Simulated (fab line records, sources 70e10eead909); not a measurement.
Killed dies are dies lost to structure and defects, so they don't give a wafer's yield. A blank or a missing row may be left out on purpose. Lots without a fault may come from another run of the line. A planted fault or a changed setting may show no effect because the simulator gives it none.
Chamber matching | flow nand_harc | NHARC_A_CHANNEL_FILL_D2_ALD_02 on ald_hk-04: 4 sister chambers
The step deposits SiO2, target thk 6 nm, pulse time 10 s, ald cycles 60. 7 wafers are shown with their chamber, then 7 later ones without.

WAFERS WITH THEIR CHAMBER
wafer  | chamber | heater_power_w (W) | precursor_pulse_height_rel
L078.3 | 3       | 507                | 0.978
L078.5 | 0       | 467                | 1.025
L089.1 | 1       | 425                | 1.009
L089.4 | 2       | 494                | 1.006
L089.6 | 3       | 524                | 1.007
L090.1 | 1       | 419                | 1.006
L090.4 | 2       | 477                | 0.979

WAFERS WITHOUT THEIR CHAMBER
wafer  | heater_power_w (W) | precursor_pulse_height_rel
L090.5 | 508                | 1.012
L091.1 | 512                | 0.989
L091.4 | 514                | 1.015
L091.6 | 408                | 0.963
L093.1 | 517                | 1.010
L093.5 | 500                | 1.027
L093.6 | 427                | 0.972

WHICH CHAMBER EACH WENT THROUGH
wafer  | from the rows above          | in truth
L090.5 | can't be placed: 3 or 2      | 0
L091.1 | 3                            | 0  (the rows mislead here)
L091.4 | can't be placed: 3 or 2      | 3
L091.6 | 1                            | 1
L093.1 | 3                            | 3
L093.5 | can't be placed: 2 or 3 or 0 | 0
L093.6 | 1                            | 1
Placed correctly: 3 of 7. Can't be placed from these rows: 3 (the true chamber is among the candidates in 2). Placed wrongly: 1.
How it was worked out, from the rows above alone: a wafer's distance from a chamber is the root of the sum, over the readings, of the square of ((its reading less the chamber's mean) divided by the reading's scatter). The wafer belongs to the nearest chamber; if the next one is less than 2 further off, it can't be placed. A chamber's mean is the mean of its shown wafers. The scatter: the root of (the sum of the squares of (reading less its chamber's mean) over the shown wafers, divided by (wafers less chambers)).
